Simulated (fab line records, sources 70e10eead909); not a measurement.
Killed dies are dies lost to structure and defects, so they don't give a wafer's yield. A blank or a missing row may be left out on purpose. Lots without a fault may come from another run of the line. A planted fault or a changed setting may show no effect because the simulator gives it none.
Which tool did it? | flow nand_harc | 11 lots, 33 wafers sampled, at 3 steps of a route of 1159

WHAT THE GAUGES READ, wafer by wafer
NHARC_A_CHANNEL_HOLE_D1_INSPECT_40.
lot  | measured     | on                | raw_defect_count
L665 | day 8 10:15  | defect_inspect-02 | 63 35 59
L666 | day 9 02:55  | defect_inspect-01 | 65 64 64
L669 | day 9 08:46  | defect_inspect-01 | 47 46 84
L668 | day 9 12:53  | defect_inspect-01 | 46 49 61
L671 | day 10 03:41 | defect_inspect-02 | 66 71 80
L677 | day 11 17:16 | defect_inspect-02 | 76 86 82
L678 | day 12 08:17 | defect_inspect-02 | 64 58 58
L682 | day 13 00:03 | defect_inspect-01 | 54 63 71
L683 | day 13 01:02 | defect_inspect-02 | 1122 1220 1152
L684 | day 13 04:05 | defect_inspect-02 | 62 68 64
L685 | day 13 13:23 | defect_inspect-01 | 1157 1158 1174

WHICH TOOL RAN EACH LOT (tool, then ch and the chambers of the sampled wafers, then the start)
lot  | NHARC_A_CHANNEL_HOLE_D1_DESCUM_15  | NHARC_A_CHANNEL_HOLE_D1_ETCH_20
L665 | rie_diel-02 ch 0,1, day 8 03:22    | har_etch-01 ch 0,1, day 8 04:40
L666 | rie_diel-10 ch 0,2,3, day 8 20:03  | har_etch-01 ch 0,1, day 8 21:26
L669 | rie_diel-01 ch 0,3, day 9 01:52    | har_etch-02 ch 0,1, day 9 03:16
L668 | rie_diel-10 ch 0,1,3, day 9 02:32  | har_etch-02 ch 0,1, day 9 07:19
L671 | rie_diel-10 ch 0,2,3, day 9 20:48  | har_etch-01 ch 0,1, day 9 22:11
L677 | rie_diel-10 ch 0,1,2, day 11 10:14 | har_etch-01 ch 1, day 11 11:35
L678 | rie_diel-01 ch 1,2, day 12 01:14   | har_etch-02 ch 0,1, day 12 02:31
L682 | rie_diel-10 ch 1,2,3, day 12 17:01 | har_etch-02 ch 0,1, day 12 18:18
L683 | rie_diel-01 ch 0,1,3, day 12 18:09 | har_etch-01 ch 0,1, day 12 19:30
L684 | rie_diel-02 ch 0,1, day 12 18:39   | har_etch-02 ch 0,1, day 12 22:28
L685 | rie_diel-10 ch 0,1,3, day 13 06:32 | har_etch-01 ch 0,1, day 13 07:52
- NHARC_A_CHANNEL_HOLE_D1_DESCUM_15: chemistry O2, time 3 s.
- NHARC_A_CHANNEL_HOLE_D1_ETCH_20: etches the open film in C4F8/O2/Ar, time 361.9 s, target depth 1600 nm.

THE ANSWER, worked out from the rows above alone
Rule: what is usual is taken from the lots themselves. Put in order of their means at a reading, lots are off if they are a third of the lots or fewer, leave a main group of 4 or more, and stand apart from it by a gap of 3 or more times the standard deviation of the main group's means; of several such gaps the widest counts. A main group whose means are all the same, to the digits that the tables above print for the reading, isn't used. A lot without any number at a reading at which 4 lots or more have one is off too. The other lots that the step has rows for count as sound.
Off: L683, L685, at NHARC_A_CHANNEL_HOLE_D1_INSPECT_40 (raw_defect_count). The main group: mean 63, standard deviation 8.7.
A tool fits if, at a process step before that reading, it ran every lot that is off, and no sound lot after the first of them. The gauges at NHARC_A_CHANNEL_HOLE_D1_INSPECT_40 are tried like those tools. One fits: har_etch-01 at NHARC_A_CHANNEL_HOLE_D1_ETCH_20. Its last sound lot is L677 (day 11 11:35), its first lot that is off L683 (day 12 19:30): a fault that began between those two fits.

WHAT THE SIMULATOR HAD PUT IN
Chamber particle source: har_etch-01, from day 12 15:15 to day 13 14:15, at NHARC_A_CHANNEL_HOLE_D1_ETCH_20. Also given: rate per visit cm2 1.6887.
Lots struck among those shown: L683, L685. The rule above found the same.
